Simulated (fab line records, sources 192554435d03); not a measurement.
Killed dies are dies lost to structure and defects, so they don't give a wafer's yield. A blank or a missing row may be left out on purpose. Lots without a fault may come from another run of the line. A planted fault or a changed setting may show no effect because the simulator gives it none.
Chamber matching | flow n5_finfet | N5_BEOL_M10_DESCUM_33 on rie_diel-02: 4 sister chambers
The step chemistry O2, time 7.9 s. 4 wafers are shown with their chamber, then 9 later ones without.

WAFERS WITH THEIR CHAMBER
wafer  | chamber | throttle_valve_pct (%)
L087.3 | 3       | 20.5
L088.1 | 2       | 20.5
L088.4 | 1       | 20.5
L088.5 | 0       | 20.9

WAFERS WITHOUT THEIR CHAMBER
wafer  | throttle_valve_pct (%)
L092.1 | 20.6
L092.2 | 20.6
L092.3 | 20.4
L094.3 | 20.6
L094.4 | 20.6
L094.6 | 20.6
L097.2 | 20.5
L097.3 | 20.4
L097.5 | 20.5

WHICH CHAMBER EACH WENT THROUGH
wafer  | from the rows above          | in truth
L092.1 | can't be placed: 1 or 2 or 3 | 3
L092.2 | can't be placed: 1 or 2 or 3 | 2
L092.3 | can't be placed: 1 or 2 or 3 | 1
L094.3 | can't be placed: 1 or 2 or 3 | 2
L094.4 | can't be placed: 1 or 2 or 3 | 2
L094.6 | can't be placed: 1 or 2 or 3 | 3
L097.2 | can't be placed: 1 or 2 or 3 | 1
L097.3 | can't be placed: 1 or 2 or 3 | 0
L097.5 | can't be placed: 1 or 2 or 3 | 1
Placed correctly: 0 of 9. Can't be placed from these rows: 9 (the true chamber is among the candidates in 8). Placed wrongly: 0.
How it was worked out, from the rows above alone: a wafer's distance from a chamber is the root of the sum, over the readings, of the square of ((its reading less the chamber's mean) divided by the reading's scatter). The wafer belongs to the nearest chamber; if the next one is less than 2 further off, it can't be placed. A chamber's mean is the mean of its shown wafers. The scatter: with one shown wafer a chamber, the root of the mean of the squares of how far each hidden wafer lies from its nearest shown one.
